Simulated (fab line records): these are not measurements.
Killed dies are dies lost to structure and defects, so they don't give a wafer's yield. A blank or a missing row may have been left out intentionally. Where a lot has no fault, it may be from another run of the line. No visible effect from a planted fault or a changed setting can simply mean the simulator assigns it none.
Chamber matching -- flow n5Finfet -- 4 sister chambers for N5_GATE_CUT_STRIP_42 on rieDiel-03
The step strips in O2. 8 wafers are shown with their chamber, then 11 later ones without.

WAFERS PAIRED WITH THEIR CHAMBERS
wafer,chamber,throttleValvePct (%),oesProductAu (a.u.)
L083.2,1,16.43,0.84
L083.3,0,16.34,0.97
L084.2,2,16.43,0.71
L084.3,1,16.44,0.83
L085.1,3,16.87,0.75
L085.2,0,16.33,0.96
L085.3,2,16.44,0.70
L088.2,3,16.89,0.75

WAFERS MISSING THEIR CHAMBER
wafer,throttleValvePct (%),oesProductAu (a.u.)
L088.3,16.44,0.71
L088.5,16.34,0.94
L091.1,16.45,0.82
L091.2,16.47,0.69
L091.3,16.36,0.92
L091.4,16.87,0.75
L091.5,16.86,0.75
L091.6,16.46,0.70
L092.2,16.35,0.92
L092.5,16.89,0.75
L092.6,16.34,0.92

EACH ONE'S CHAMBER
wafer,from the rows above,in truth
L088.3,2,2
L088.5,0,0
L091.1,1,1
L091.2,2,2
L091.3,0,0
L091.4,3,3
L091.5,3,3
L091.6,2,2
L092.2,0,0
L092.5,3,3
L092.6,0,0
Correct placement for 11 of the 11. Not placeable from these rows: 0. 0 placed wrongly.
How it was worked out, from the rows above alone: a wafer's distance from a chamber is the root of the sum, over the readings, of the square of ((its reading less the chamber's mean) divided by the reading's scatter). If the next closest chamber is less than 2 further off than the closest, the wafer can't be placed; otherwise it belongs to the closest. A chamber's mean is the mean of its shown wafers. The scatter: the root of (the sum of the squares of (reading less its chamber's mean) over the shown wafers, divided by (wafers less chambers)).
